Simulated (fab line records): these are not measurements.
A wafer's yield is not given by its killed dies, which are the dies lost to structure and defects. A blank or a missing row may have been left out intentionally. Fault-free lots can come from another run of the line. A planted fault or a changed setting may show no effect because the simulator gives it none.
Matching of chambers + flow nand-harc + 4 sister chambers for NHARC_P_CONTACT_ETCH_35 on rie-diel-08
The step etches the open film in CF4, target depth 39 nm, time 65 s. 8 wafers are shown with their chamber, then 7 later ones without.

## WAFERS WITH THEIR CHAMBER
| wafer  | chamber | showerhead-plenum-p-Torr (Torr) | drypump-motor-current-A (A) |
|--------|---------|---------------------------------|-----------------------------|
| L139.4 | 1       | 1.68                            | 5.8                         |
| L142.4 | 0       | 1.65                            | 4.9                         |
| L142.5 | 2       | 1.85                            | 5.5                         |
| L143.1 | 2       | 1.85                            | 5.5                         |
| L143.4 | 3       | 1.68                            | 5.1                         |
| L143.5 | 0       | 1.65                            | 4.8                         |
| L147.1 | 3       | 1.67                            | 5.1                         |
| L147.4 | 1       | 1.67                            | 5.8                         |

## WAFERS WITHOUT THEIR CHAMBER
| wafer  | showerhead-plenum-p-Torr (Torr) | drypump-motor-current-A (A) |
|--------|---------------------------------|-----------------------------|
| L147.6 | 1.67                            | 5.9                         |
| L148.2 | 1.67                            | 5.1                         |
| L148.5 | 1.67                            | 5.8                         |
| L148.6 | 1.84                            | 5.5                         |
| L156.1 | 1.67                            | 5.8                         |
| L156.4 | 1.67                            | 5.1                         |
| L156.5 | 1.84                            | 5.5                         |

## EACH ONE'S CHAMBER
| wafer  | from the rows above | in truth |
|--------|---------------------|----------|
| L147.6 | 1                   | 1        |
| L148.2 | 3                   | 3        |
| L148.5 | 1                   | 1        |
| L148.6 | 2                   | 2        |
| L156.1 | 1                   | 1        |
| L156.4 | 3                   | 3        |
| L156.5 | 2                   | 2        |
Correct placement for 7 of the 7. Not placeable from these rows: 0. 0 placed wrongly.
How it was worked out, from the rows above alone: a wafer's distance from a chamber is the root of the sum, over the readings, of the square of ((its reading less the chamber's mean) divided by the reading's scatter). The wafer belongs to the nearest chamber; if the next one is less than 2 further off, it can't be placed. Each chamber's mean is taken over the wafers shown for it. The scatter: take each reading less its chamber's mean, square it, sum over the shown wafers, divide by the number of wafers less the number of chambers, and take the root.
